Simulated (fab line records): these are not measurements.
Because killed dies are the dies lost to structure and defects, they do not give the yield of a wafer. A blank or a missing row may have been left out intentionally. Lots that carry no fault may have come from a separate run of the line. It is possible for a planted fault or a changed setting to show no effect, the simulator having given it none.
fab line records    flow n5Finfet
[record] lots = 24  wafers = 72  lastDay = 18
route steps=1938 shown BEOL_M15@1783
lots that met no fault: from a run of the same line without faults
startH: start of the lot's first displayed wafer, in hours after the record's first day    waitH: how many hours have passed since the lot's step before this one    " unchanged from the row above    L1.1+2: one row covering several wafers at once    - no value, or no start given    * or withheld: withheld    < > ~ a bound
route shown NAME@n: NAME is a module with steps in the file, n the number in the route of the first one    usual: the fault-free wafers' mean and standard deviation    same: alike in all rows    chamber/n: place in a boat    sites: each site's reading    _std_site: standard deviation across them    _edge_site: mean of outer sites minus mean of inner sites    radiusMm: for every site, how far away it sits from the centre of the wafer    mask NAME#n: copy n    behind: the most recent tool/chamber to have shaped the wafer    hold: what put the lot on hold/how long, in hours/how the hold closed    device: whichever transistor did not switch (one of n, p or np)    end of line: tests of these same wafers at the route's end    step lacking rows: just its recipe    killed: at the first sort, the dies lost to defects and structure; wafer yield is something else    map: a wafer's dies, x killed, . not, _ none there
set.NAME: setting as actually run; set.NAME@STEP: the setting as run at that earlier step    model.NAME: the simulator's own value behind a step, which no gauge read
the route's steps for a sample of lots (tables are steps, rows are wafers)
services: a tool's chamber out of use, with start hour (startH, from the record's first day; less than 0 if before it), hours out, and reason
[[steps]]
[step N5_BEOL_M15_CD_MEAS_10]
[recipe] targetCdNm = 360  landingEnergyEv = 500  detector = seInlens  polarity = opening
[usual] cdNm = 360.1/1.1
lot.wafer  tool      chamber  startH  waitH  cdNm
L074.1     cdSem-01  0        254.50  -      360.4
L074.4     "         0        "       "      359.1
L074.5     "         0        "       "      361.1
L075.2     cdSem-02  0        259.19  -      357.4
L075.4     "         0        "       "      359.4
L075.6     "         0        "       "      357.4
L077.1     cdSem-02  0        273.49  -      358.1
L077.2     "         0        "       "      356.4
L077.5     "         0        "       "      360.0
L076.1     cdSem-01  0        274.16  -      361.9
L076.2     "         0        "       "      360.7
L076.4     "         0        "       "      359.6
L078.2     cdSem-02  0        275.48  -      360.3
L078.4     "         0        "       "      360.7
L078.6     "         0        "       "      360.8
L079.3     cdSem-01  0        281.92  -      359.5
L079.4     "         0        "       "      359.9
L079.6     "         0        "       "      361.1
L080.3     cdSem-03  0        286.91  -      360.1
L080.5     "         0        "       "      358.8
L080.6     "         0        "       "      358.7
L081.2     cdSem-02  0        287.44  -      359.2
L081.3     "         0        "       "      360.6
L081.4     "         0        "       "      360.9
L083.1     cdSem-03  0        292.29  -      361.8
L083.2     "         0        "       "      361.1
L083.3     "         0        "       "      361.8
L082.2     cdSem-02  0        298.47  -      360.7
L082.4     "         0        "       "      360.9
L082.6     "         0        "       "      359.9
L084.2     cdSem-01  0        310.81  -      361.7
L084.4     "         0        "       "      359.5
L084.5     "         0        "       "      360.5
L085.1     cdSem-02  0        316.63  -      361.2
L085.3     "         0        "       "      359.4
L085.5     "         0        "       "      362.2
L086.2     cdSem-03  0        320.74  -      361.0
L086.3     "         0        "       "      360.2
L086.6     "         0        "       "      361.7
L087.1     cdSem-03  0        325.35  -      359.6
L087.3     "         0        "       "      359.0
L087.6     "         0        "       "      359.1
L089.1     cdSem-03  0        335.47  -      360.3
L089.5     "         0        "       "      359.4
L089.6     "         0        "       "      359.8
L090.1     cdSem-01  0        338.59  -      360.5
L090.3     "         0        "       "      360.0
L090.4     "         0        "       "      360.2
L088.1     cdSem-02  0        343.32  -      359.9
L088.4     "         0        "       "      360.1
L088.6     "         0        "       "      360.5
L093.1     cdSem-02  0        351.31  -      360.5
L093.3     "         0        "       "      360.0
L093.4     "         0        "       "      359.4
L091.2     cdSem-02  0        360.74  -      362.2
L091.5     "         0        "       "      361.6
L091.6     "         0        "       "      361.2
L094.1     cdSem-01  0        368.61  -      360.2
L094.5     "         0        "       "      362.0
L094.6     "         0        "       "      360.9
L092.1     cdSem-01  0        368.87  -      359.2
L092.2     "         0        "       "      360.0
L092.4     "         0        "       "      359.9
L095.3     cdSem-01  0        369.96  -      360.3
L095.4     "         0        "       "      359.2
L095.6     "         0        "       "      359.9
L096.1     cdSem-03  0        383.98  -      359.7
L096.4     "         0        "       "      358.1
L096.5     "         0        "       "      359.3
L097.1     cdSem-02  0        398.90  -      360.5
L097.3     "         0        "       "      360.0
L097.5     "         0        "       "      359.2
[step N5_BEOL_M15_ETCH_57]
[recipe] chemistry = N2/H2  target = SOC  sourceW = 3000  biasW = 350  timeS = 750  ionEnergyEv = 200  pressureMtorr = 30  n2FlowSccm = 200  h2FlowSccm = 200
[usual] biasW = 349.9/1  drypumpMotorCurrentA = 5.8/0.46  oesProductAu = 0.78/0.087  rfVppV = 522.3/2.6  showerheadPlenumPTorr = 2.48/0.085  throttleValvePct = 17.70/0.28
lot.wafer  tool        chamber  startH  waitH  biasW  drypumpMotorCurrentA  oesProductAu  rfHoursCounterH  rfVppV  showerheadPlenumPTorr  throttleValvePct
L074.1     rieDiel-02  1        255.23  -      350.3  5.7                   0.73          159              517.6   2.33                   17.33
L074.4     "           0        "       "      350.9  5.7                   0.72          168              524.3   2.54                   18.06
L074.5     "           2        "       "      349.4  5.2                   0.91          -                522.9   2.48                   17.19
L075.2     rieDiel-04  0        259.90  -      349.9  5.6                   0.68          228              522.4   2.51                   18.07
L075.4     "           2        "       "      349.6  5.7                   0.93          -                523.0   2.49                   17.60
L075.6     "           0        "       "      350.9  5.6                   0.68          -                522.4   2.51                   18.08
L077.1     rieDiel-03  0        274.32  -      349.3  6.1                   0.74          205              521.1   2.41                   17.84
L077.2     "           2        "       "      350.8  6.2                   0.71          195              521.4   2.43                   17.92
L077.5     "           1        "       "      349.8  4.7                   0.93          -                525.7   2.59                   17.46
L076.1     rieDiel-03  1        276.64  -      349.5  4.7                   0.93          26               525.8   2.59                   17.44
L076.2     "           3        "       "      350.0  6.2                   0.77          134              520.2   2.44                   17.81
L076.4     "           0        "       "      349.6  6.1                   0.74          206              521.3   2.41                   17.83
L078.2     rieDiel-04  0        278.09  -      349.9  5.6                   0.68          235              522.9   2.51                   18.11
L078.4     "           1        "       "      351.6  6.1                   0.73          191              527.0   2.64                   17.75
L078.6     "           3        "       "      348.4  5.9                   0.70          -                522.6   2.50                   18.03
L079.3     rieDiel-03  3        283.51  -      348.9  6.2                   0.75          137              521.0   2.44                   17.81
L079.4     "           1        "       "      349.2  4.7                   0.92          30               526.3   2.58                   17.44
L079.6     "           3        "       "      350.3  6.2                   0.76          -                520.0   2.44                   17.81
L080.3     rieDiel-03  0        287.60  -      349.8  6.1                   0.73          212              521.2   2.41                   17.85
L080.5     "           3        "       "      350.6  6.2                   0.76          -                521.3   2.44                   17.82
L080.6     "           2        "       "      350.7  6.2                   0.71          -                521.6   2.42                   17.93
L081.2     rieDiel-04  0        288.13  -      349.9  5.6                   0.67          240              523.3   2.50                   18.10
L081.3     "           2        "       "      347.4  5.7                   0.89          29               523.4   2.48                   17.62
L081.4     "           1        "       "      350.5  6.1                   0.73          195              524.8   2.64                   17.76
L083.1     rieDiel-02  2        292.98  -      350.0  5.2                   0.89          31               522.5   2.48                   17.21
L083.2     "           0        "       "      350.5  5.7                   0.71          176              523.3   2.53                   18.07
L083.3     "           1        "       "      349.4  5.7                   0.74          167              517.4   2.33                   17.37
L082.2     rieDiel-02  1        299.15  -      350.1  5.7                   0.73          169              517.9   2.33                   17.38
L082.4     "           3        "       "      348.8  6.3                   0.88          29               525.5   2.60                   17.37
L082.6     "           0        "       "      350.9  5.7                   0.72          -                524.4   2.53                   18.07
L084.2     rieDiel-04  0        311.58  -      350.3  5.6                   0.66          249              523.7   2.50                   18.11
L084.4     "           2        "       "      350.0  5.7                   0.88          -                522.9   2.48                   17.64
L084.5     "           0        "       "      351.3  5.6                   0.67          -                524.1   2.50                   18.14
L085.1     rieDiel-02  3        317.49  -      348.8  6.3                   0.88          35               524.5   2.59                   17.39
L085.3     "           0        "       "      350.6  5.7                   0.71          184              522.4   2.53                   18.08
L085.5     "           1        "       "      349.7  5.7                   0.73          -                516.4   2.33                   17.38
L086.2     rieDiel-03  0        321.69  -      351.0  6.2                   0.72          222              521.2   2.41                   17.86
L086.3     "           1        "       "      348.1  4.7                   0.89          42               525.3   2.58                   17.47
L086.6     "           3        "       "      348.7  6.2                   0.76          -                521.1   2.44                   17.82
L087.1     rieDiel-02  2        326.03  -      350.7  5.2                   0.86          42               523.1   2.47                   17.22
L087.3     "           0        "       "      347.9  5.7                   0.72          187              524.9   2.53                   18.09
L087.6     "           2        "       "      349.7  5.2                   0.87          -                525.2   2.47                   17.24
L089.1     rieDiel-03  0        336.15  -      349.6  6.1                   0.72          226              520.3   2.40                   17.86
L089.5     "           1        "       "      349.7  4.7                   0.88          -                524.1   2.58                   17.48
L089.6     "           2        "       "      349.9  6.2                   0.70          -                519.6   2.42                   17.96
L090.1     rieDiel-03  2        339.42  -      350.4  6.2                   0.70          217              519.4   2.42                   17.95
L090.3     "           1        "       "      349.9  4.7                   0.89          48               525.0   2.58                   17.50
L090.4     "           3        "       "      349.1  6.2                   0.75          154              520.8   2.44                   17.83
L088.1     rieDiel-04  2        344.32  -      352.8  5.7                   0.86          49               522.1   2.47                   17.66
L088.4     "           3        "       "      351.2  5.9                   0.97          8                522.6   2.50                   17.62
L088.6     "           3        "       "      350.7  5.8                   0.97          -                522.9   2.50                   17.61
L093.1     rieDiel-02  2        352.00  -      350.3  5.2                   0.87          50               521.5   2.47                   17.24
L093.3     "           1        "       "      351.5  5.7                   0.72          185              516.7   2.32                   17.41
L093.4     "           3        "       "      350.7  6.3                   0.87          46               524.6   2.59                   17.40
L091.2     rieDiel-02  2        361.69  -      349.0  5.2                   0.86          53               522.3   2.47                   17.24
L091.5     "           1        "       "      349.7  5.7                   0.73          -                517.2   2.32                   17.42
L091.6     "           2        "       "      350.0  5.2                   0.85          -                523.0   2.47                   17.26
L094.1     rieDiel-02  3        369.29  -      349.6  6.3                   0.85          52               525.8   2.59                   17.41
L094.5     "           3        "       "      351.8  6.3                   0.85          -                525.0   2.59                   17.41
L094.6     "           1        "       "      348.0  5.7                   0.71          -                518.2   2.32                   17.41
L092.1     rieDiel-04  1        369.56  -      350.0  6.1                   0.71          221              526.6   2.62                   17.80
L092.2     "           2        "       "      348.4  5.7                   0.86          57               520.5   2.47                   17.66
L092.4     "           3        "       "      350.9  5.9                   0.95          16               523.2   2.49                   17.65
L095.3     rieDiel-03  1        370.67  -      349.3  4.7                   0.87          57               526.1   2.57                   17.49
L095.4     "           0        "       "      350.5  6.1                   0.72          237              519.6   2.40                   17.88
L095.6     "           3        "       "      350.9  6.2                   0.73          -                520.5   2.43                   17.86
L096.1     rieDiel-03  3        384.92  -      349.7  6.2                   0.74          168              518.6   2.43                   17.87
L096.4     "           0        "       "      350.3  6.1                   0.70          241              519.8   2.40                   17.89
L096.5     "           1        "       "      348.6  4.7                   0.86          -                525.2   2.57                   17.51
L097.1     rieDiel-02  3        399.87  -      351.2  6.3                   0.84          63               524.4   2.58                   17.42
L097.3     "           1        "       "      349.9  5.7                   0.71          201              517.1   2.32                   17.42
L097.5     "           0        "       "      349.8  5.7                   0.70          -                524.2   2.52                   18.13
[step N5_BEOL_M15_INSPECT_30]
[recipe] mode = adi  inspectInstrument = macro
[usual] rawDefectCount = 2.2/1.2
lot.wafer  tool              chamber  startH  waitH  rawDefectCount
L074.1     defectInspect-01  -        256.19  0.0    1
L074.4     "                 -        "       "      2
L074.5     "                 -        "       "      4
L075.2     defectInspect-02  -        260.73  0.0    1
L075.4     "                 -        "       "      2
L075.6     "                 -        "       "      3
L077.1     defectInspect-02  -        275.27  0.0    3
L077.2     "                 -        "       "      3
L077.5     "                 -        "       "      3
L076.1     defectInspect-02  -        277.59  0.0    1
L076.2     "                 -        "       "      2
L076.4     "                 -        "       "      3
L078.2     defectInspect-01  -        278.92  0.0    2
L078.4     "                 -        "       "      5
L078.6     "                 -        "       "      3
L079.3     defectInspect-02  -        284.49  0.0    1
L079.4     "                 -        "       "      3
L079.6     "                 -        "       "      1
L080.3     defectInspect-01  -        288.46  0.0    2
L080.5     "                 -        "       "      2
L080.6     "                 -        "       "      1
L081.2     defectInspect-01  -        288.95  0.0    2
L081.3     "                 -        "       "      2
L081.4     "                 -        "       "      1
L083.1     defectInspect-02  -        293.81  0.0    1
L083.2     "                 -        "       "      1
L083.3     "                 -        "       "      2
L082.2     defectInspect-01  -        300.10  0.0    4
L082.4     "                 -        "       "      4
L082.6     "                 -        "       "      3
L084.2     defectInspect-02  -        312.41  0.0    1
L084.4     "                 -        "       "      3
L084.5     "                 -        "       "      2
L085.1     defectInspect-02  -        318.43  0.0    1
L085.3     "                 -        "       "      1
L085.5     "                 -        "       "      3
L086.2     defectInspect-01  -        322.52  0.0    1
L086.3     "                 -        "       "      1
L086.6     "                 -        "       "      1
L087.1     defectInspect-01  -        326.98  0.0    5
L087.3     "                 -        "       "      3
L087.6     "                 -        "       "      0
L089.1     defectInspect-01  -        337.11  0.0    1
L089.5     "                 -        "       "      3
L089.6     "                 -        "       "      4
L090.1     defectInspect-01  -        340.25  0.0    4
L090.3     "                 -        "       "      1
L090.4     "                 -        "       "      2
L088.1     defectInspect-01  -        345.27  0.0    3
L088.4     "                 -        "       "      1
L088.6     "                 -        "       "      3
L093.1     defectInspect-01  -        352.83  0.0    3
L093.3     "                 -        "       "      0
L093.4     "                 -        "       "      2
L091.2     defectInspect-02  -        362.64  0.0    5
L091.5     "                 -        "       "      2
L091.6     "                 -        "       "      1
L094.1     defectInspect-02  -        370.12  0.0    2
L094.5     "                 -        "       "      2
L094.6     "                 -        "       "      2
L092.1     defectInspect-02  -        370.51  0.0    3
L092.2     "                 -        "       "      2
L092.4     "                 -        "       "      2
L095.3     defectInspect-01  -        371.50  0.0    3
L095.4     "                 -        "       "      3
L095.6     "                 -        "       "      3
L096.1     defectInspect-01  -        385.75  0.0    1
L096.4     "                 -        "       "      1
L096.5     "                 -        "       "      1
L097.1     defectInspect-01  -        400.69  0.0    3
L097.3     "                 -        "       "      3
L097.5     "                 -        "       "      1
[step N5_BEOL_M15_ETCH_61]
[recipe] chemistry = N2/H2  target = BARC  targetDepthA = 890  overetchA = 267  timeS = 67.9  ionEnergyEv = 200  pressureMtorr = 30  sourceW = 840  biasW = 150  n2FlowSccm = 200  h2FlowSccm = 200
[usual] biasW = 150.0/0.43  drypumpMotorCurrentA = 5.8/0.4  oesProductAu = 0.68/0.075  rfVppV = 522.5/2.7  showerheadPlenumPTorr = 2.49/0.085  throttleValvePct = 17.78/0.29
lot.wafer  tool        chamber  startH  waitH  biasW  drypumpMotorCurrentA  oesProductAu  rfHoursCounterH  rfVppV  showerheadPlenumPTorr  throttleValvePct
L074.1     rieDiel-04  2        256.38  0.0    149.6  5.7                   0.78          16               524.4   2.49                   17.72
L074.4     "           1        "       "      149.5  6.1                   0.63          181              525.3   2.64                   17.85
L074.5     "           1        "       "      149.6  6.1                   0.63          -                525.0   2.64                   17.84
L075.2     rieDiel-03  1        261.13  0.0    150.0  4.7                   0.79          20               526.6   2.59                   17.55
L075.4     "           3        "       "      150.2  6.2                   0.66          129              521.6   2.45                   17.90
L075.6     "           1        "       "      149.8  4.7                   0.78          -                525.0   2.59                   17.53
L077.1     rieDiel-04  0        276.99  0.0    150.4  5.6                   0.59          234              524.0   2.51                   18.21
L077.2     "           2        "       "      150.2  5.7                   0.77          23               522.9   2.48                   17.72
L077.5     "           1        "       "      150.6  6.1                   0.63          -                526.3   2.64                   17.86
L076.1     rieDiel-04  2        278.96  0.0    150.1  5.7                   0.77          25               522.5   2.48                   17.72
L076.2     "           0        "       "      149.5  5.6                   0.58          235              523.6   2.51                   18.22
L076.4     "           1        "       "      149.4  6.1                   0.63          191              525.7   2.64                   17.87
L078.2     rieDiel-04  0        279.56  0.0    150.1  5.6                   0.58          236              522.5   2.51                   18.20
L078.4     "           2        "       "      150.0  5.7                   0.77          25               522.3   2.48                   17.73
L078.6     "           3        "       "      150.4  5.8                   0.60          -                522.4   2.50                   18.15
L079.3     rieDiel-02  2        286.07  0.0    150.7  5.2                   0.76          29               522.1   2.48                   17.33
L079.4     "           3        "       "      150.1  6.3                   0.76          24               524.4   2.60                   17.46
L079.6     "           2        "       "      150.5  5.2                   0.75          -                523.2   2.48                   17.32
L080.3     rieDiel-02  1        288.52  0.0    149.6  5.7                   0.63          166              518.7   2.33                   17.45
L080.5     "           1        "       "      149.6  5.7                   0.64          -                518.5   2.33                   17.46
L080.6     "           2        "       "      150.1  5.2                   0.75          -                523.4   2.48                   17.30
L081.2     rieDiel-02  0        289.02  0.0    149.7  5.7                   0.62          175              522.5   2.53                   18.18
L081.3     "           3        "       "      149.8  6.3                   0.76          26               525.5   2.60                   17.47
L081.4     "           2        "       "      150.2  5.1                   0.76          30               522.8   2.48                   17.33
L083.1     rieDiel-02  0        293.87  0.0    150.0  5.7                   0.62          176              523.8   2.53                   18.18
L083.2     "           3        "       "      149.9  6.3                   0.75          27               525.1   2.60                   17.47
L083.3     "           2        "       "      149.8  5.2                   0.75          32               521.8   2.48                   17.32
L082.2     rieDiel-03  1        300.39  0.0    150.1  4.7                   0.76          35               525.5   2.58                   17.55
L082.4     "           0        "       "      149.3  6.1                   0.62          215              519.9   2.41                   17.96
L082.6     "           3        "       "      149.8  6.2                   0.66          -                521.3   2.44                   17.92
L084.2     rieDiel-02  2        312.48  0.0    150.0  5.2                   0.73          38               521.8   2.47                   17.34
L084.4     "           0        "       "      149.8  5.7                   0.61          -                522.9   2.53                   18.18
L084.5     "           2        "       "      150.3  5.1                   0.75          -                522.8   2.47                   17.33
L085.1     rieDiel-02  1        318.62  0.0    150.4  5.7                   0.62          175              517.6   2.33                   17.50
L085.3     "           2        "       "      150.5  5.2                   0.74          40               522.9   2.47                   17.35
L085.5     "           1        "       "      150.3  5.7                   0.62          -                515.3   2.33                   17.49
L086.2     rieDiel-02  1        322.59  0.0    149.9  5.7                   0.62          176              516.9   2.33                   17.48
L086.3     "           2        "       "      149.9  5.2                   0.74          41               522.7   2.47                   17.32
L086.6     "           0        "       "      149.3  5.7                   0.62          -                523.5   2.53                   18.20
L087.1     rieDiel-02  1        327.14  0.1    150.9  5.7                   0.62          178              516.6   2.33                   17.49
L087.3     "           0        "       "      150.7  5.7                   0.61          187              524.4   2.53                   18.19
L087.6     "           3        "       "      149.0  6.3                   0.74          -                525.1   2.59                   17.49
L089.1     rieDiel-02  0        337.18  0.0    150.8  5.7                   0.61          191              524.3   2.53                   18.20
L089.5     "           2        "       "      150.1  5.2                   0.73          -                523.4   2.47                   17.34
L089.6     "           1        "       "      150.8  5.7                   0.62          -                516.9   2.33                   17.50
L090.1     rieDiel-03  3        340.47  0.0    149.6  6.2                   0.65          154              520.7   2.44                   17.94
L090.3     "           0        "       "      149.8  6.1                   0.61          228              518.8   2.40                   17.97
L090.4     "           2        "       "      150.3  6.2                   0.60          217              519.1   2.42                   18.08
L088.1     rieDiel-04  0        345.56  0.0    149.7  5.6                   0.83          3                522.6   2.50                   17.82
L088.4     "           2        "       "      149.3  5.7                   0.75          49               521.6   2.47                   17.77
L088.6     "           2        "       "      149.9  5.7                   0.73          -                521.7   2.47                   17.76
L093.1     rieDiel-02  1        352.90  0.0    150.4  5.7                   0.61          185              516.5   2.32                   17.51
L093.3     "           2        "       "      150.2  5.2                   0.73          50               521.5   2.47                   17.36
L093.4     "           3        "       "      149.6  6.3                   0.73          47               526.9   2.59                   17.50
L091.2     rieDiel-04  0        362.71  0.0    150.7  5.6                   0.82          8                522.5   2.50                   17.81
L091.5     "           0        "       "      150.5  5.6                   0.81          -                523.3   2.50                   17.82
L091.6     "           1        "       "      150.0  6.1                   0.61          -                526.3   2.62                   17.91
L094.1     rieDiel-03  0        370.47  0.0    149.8  6.1                   0.62          237              518.7   2.40                   17.96
L094.5     "           3        "       "      149.4  6.2                   0.63          -                521.2   2.43                   17.97
L094.6     "           0        "       "      150.3  6.1                   0.61          -                520.8   2.40                   17.99
L092.1     rieDiel-02  0        370.78  0.0    149.9  5.7                   0.60          202              523.9   2.52                   18.20
L092.2     "           3        "       "      150.6  6.3                   0.72          53               522.8   2.59                   17.51
L092.4     "           1        "       "      149.9  5.7                   0.61          -                517.5   2.32                   17.52
L095.3     rieDiel-04  3        371.57  0.0    149.7  5.8                   0.80          17               521.3   2.49                   17.75
L095.4     "           0        "       "      150.1  5.6                   0.79          11               522.5   2.49                   17.82
L095.6     "           3        "       "      150.4  5.8                   0.80          -                523.1   2.49                   17.73
L096.1     rieDiel-04  2        385.82  0.0    150.3  5.7                   0.72          63               520.9   2.47                   17.80
L096.4     "           0        "       "      149.6  5.6                   0.80          15               521.7   2.49                   17.84
L096.5     "           0        "       "      150.7  5.6                   0.79          -                522.6   2.49                   17.83
L097.1     rieDiel-03  3        402.19  0.0    149.7  6.2                   0.63          173              520.1   2.43                   17.98
L097.3     "           0        "       "      150.1  6.1                   0.60          245              519.2   2.40                   18.01
L097.5     "           3        "       "      150.1  6.2                   0.63          -                521.3   2.43                   17.97
[step N5_BEOL_M15_DEGAS_41]
[recipe] ambient = vacuum  tempC = 300  timeS = 60
[usual] heaterPowerW = 484/46
lot.wafer  tool           chamber  startH  waitH  heaterPowerW
L074.1     pvdSputter-02  -        258.64  0.5    517
L074.4     "              -        "       "      567
L074.5     "              -        "       "      577
L075.2     pvdSputter-02  -        262.24  0.3    504
L075.4     "              -        "       "      576
L075.6     "              -        "       "      508
L077.1     pvdSputter-01  -        279.36  0.5    474
L077.2     "              -        "       "      505
L077.5     "              -        "       "      507
L076.1     pvdSputter-03  -        280.00  0.4    493
L076.2     "              -        "       "      422
L076.4     "              -        "       "      432
L078.2     pvdSputter-03  -        280.43  0.0    412
L078.4     "              -        "       "      480
L078.6     "              -        "       "      494
L079.3     pvdSputter-03  -        289.89  0.4    477
L079.4     "              -        "       "      431
L079.6     "              -        "       "      490
L080.3     pvdSputter-02  -        289.92  0.4    521
L080.5     "              -        "       "      455
L080.6     "              -        "       "      462
L081.2     pvdSputter-02  -        290.40  0.4    458
L081.3     "              -        "       "      522
L081.4     "              -        "       "      605
L083.1     pvdSputter-03  -        295.24  0.7    481
L083.2     "              -        "       "      481
L083.3     "              -        "       "      417
L082.2     pvdSputter-02  -        302.84  0.4    460
L082.4     "              -        "       "      451
L082.6     "              -        "       "      453
L084.2     pvdSputter-01  -        314.57  0.3    482
L084.4     "              -        "       "      515
L084.5     "              -        "       "      477
L085.1     pvdSputter-01  -        322.67  0.5    472
L085.3     "              -        "       "      511
L085.5     "              -        "       "      466
L086.2     pvdSputter-02  -        324.17  0.4    455
L086.3     "              -        "       "      602
L086.6     "              -        "       "      452
L087.1     pvdSputter-02  -        335.02  0.4    576
L087.3     "              -        "       "      455
L087.6     "              -        "       "      476
L089.1     pvdSputter-01  -        338.43  0.6    513
L089.5     "              -        "       "      452
L089.6     "              -        "       "      503
L090.1     pvdSputter-02  -        343.86  1.8    476
L090.3     "              -        "       "      524
L090.4     "              -        "       "      460
L088.1     pvdSputter-01  -        346.26  0.1    471
L088.4     "              -        "       "      456
L088.6     "              -        "       "      500
L093.1     pvdSputter-03  -        355.37  0.5    479
L093.3     "              -        "       "      423
L093.4     "              -        "       "      414
L091.2     pvdSputter-01  -        365.78  0.8    441
L091.5     "              -        "       "      468
L091.6     "              -        "       "      522
L094.1     pvdSputter-03  -        371.87  0.2    480
L094.5     "              -        "       "      415
L094.6     "              -        "       "      485
L092.1     pvdSputter-03  -        372.39  0.6    485
L092.2     "              -        "       "      482
L092.4     "              -        "       "      432
L095.3     pvdSputter-02  -        372.45  0.1    581
L095.4     "              -        "       "      445
L095.6     "              -        "       "      474
L096.1     pvdSputter-02  -        387.94  0.3    448
L096.4     "              -        "       "      592
L096.5     "              -        "       "      598
L097.1     pvdSputter-02  -        403.74  0.2    505
L097.3     "              -        "       "      595
L097.5     "              -        "       "      456
[step N5_BEOL_M15_PRE_CLEAN_42]
[recipe] gas = H2/He  timeS = 30  tempC = 300
[usual] heaterPowerW = 484/44
lot.wafer  tool           chamber  startH  waitH  heaterPowerW
L074.1     pvdSputter-02  -        258.68  0.0    512
L074.4     "              -        "       "      579
L074.5     "              -        "       "      586
L075.2     pvdSputter-02  -        262.28  0.0    526
L075.4     "              -        "       "      584
L075.6     "              -        "       "      527
L077.1     pvdSputter-01  -        279.40  0.0    459
L077.2     "              -        "       "      507
L077.5     "              -        "       "      509
L076.1     pvdSputter-03  -        280.04  0.0    474
L076.2     "              -        "       "      418
L076.4     "              -        "       "      426
L078.2     pvdSputter-03  -        280.47  0.0    425
L078.4     "              -        "       "      484
L078.6     "              -        "       "      480
L079.3     pvdSputter-03  -        289.93  0.0    488
L079.4     "              -        "       "      433
L079.6     "              -        "       "      481
L080.3     pvdSputter-02  -        289.96  0.0    509
L080.5     "              -        "       "      459
L080.6     "              -        "       "      479
L081.2     pvdSputter-02  -        290.44  0.0    468
L081.3     "              -        "       "      513
L081.4     "              -        "       "      586
L083.1     pvdSputter-03  -        295.28  0.0    486
L083.2     "              -        "       "      490
L083.3     "              -        "       "      410
L082.2     pvdSputter-02  -        302.88  0.0    452
L082.4     "              -        "       "      477
L082.6     "              -        "       "      450
L084.2     pvdSputter-01  -        314.61  0.0    466
L084.4     "              -        "       "      499
L084.5     "              -        "       "      473
L085.1     pvdSputter-01  -        322.71  0.0    486
L085.3     "              -        "       "      508
L085.5     "              -        "       "      476
L086.2     pvdSputter-02  -        324.21  0.0    452
L086.3     "              -        "       "      590
L086.6     "              -        "       "      456
L087.1     pvdSputter-02  -        335.06  0.0    583
L087.3     "              -        "       "      460
L087.6     "              -        "       "      471
L089.1     pvdSputter-01  -        338.47  0.0    521
L089.5     "              -        "       "      444
L089.6     "              -        "       "      501
L090.1     pvdSputter-02  -        343.90  0.0    473
L090.3     "              -        "       "      508
L090.4     "              -        "       "      464
L088.1     pvdSputter-01  -        346.30  0.0    490
L088.4     "              -        "       "      459
L088.6     "              -        "       "      504
L093.1     pvdSputter-03  -        355.41  0.0    491
L093.3     "              -        "       "      423
L093.4     "              -        "       "      419
L091.2     pvdSputter-01  -        365.82  0.0    460
L091.5     "              -        "       "      482
L091.6     "              -        "       "      499
L094.1     pvdSputter-03  -        371.91  0.0    482
L094.5     "              -        "       "      423
L094.6     "              -        "       "      473
L092.1     pvdSputter-03  -        372.43  0.0    468
L092.2     "              -        "       "      474
L092.4     "              -        "       "      423
L095.3     pvdSputter-02  -        372.49  0.0    588
L095.4     "              -        "       "      442
L095.6     "              -        "       "      477
L096.1     pvdSputter-02  -        387.98  0.0    453
L096.4     "              -        "       "      572
L096.5     "              -        "       "      585
L097.1     pvdSputter-02  -        403.78  0.0    508
L097.3     "              -        "       "      596
L097.5     "              -        "       "      448
[[services]]
tool           chamber  startH  hours  kind
rieDiel-04     2        250.08  2.5    repair
rieDiel-04     3        257.50  8.1    repair
rieDiel-02     -        270.26  14.6   pm
pvdSputter-03  -        285.89  3.8    repair
rieDiel-02     -        289.47  0.3    repair
rieDiel-04     3        298.96  -      clean
rieDiel-04     3        298.96  -      consumableReplace:focusRing
rieDiel-04     3        298.96  20.0   scheduledDown
rieDiel-04     3        298.96  20.0   ventCycle
rieDiel-04     0        318.99  -      clean
rieDiel-04     0        318.99  -      consumableReplace:focusRing
rieDiel-04     0        318.99  15.8   scheduledDown
rieDiel-04     0        318.99  15.8   ventCycle
pvdSputter-02  -        351.75  1.1    repair
pvdSputter-03  -        395.24  3.6    repair
[[key]]
fault none
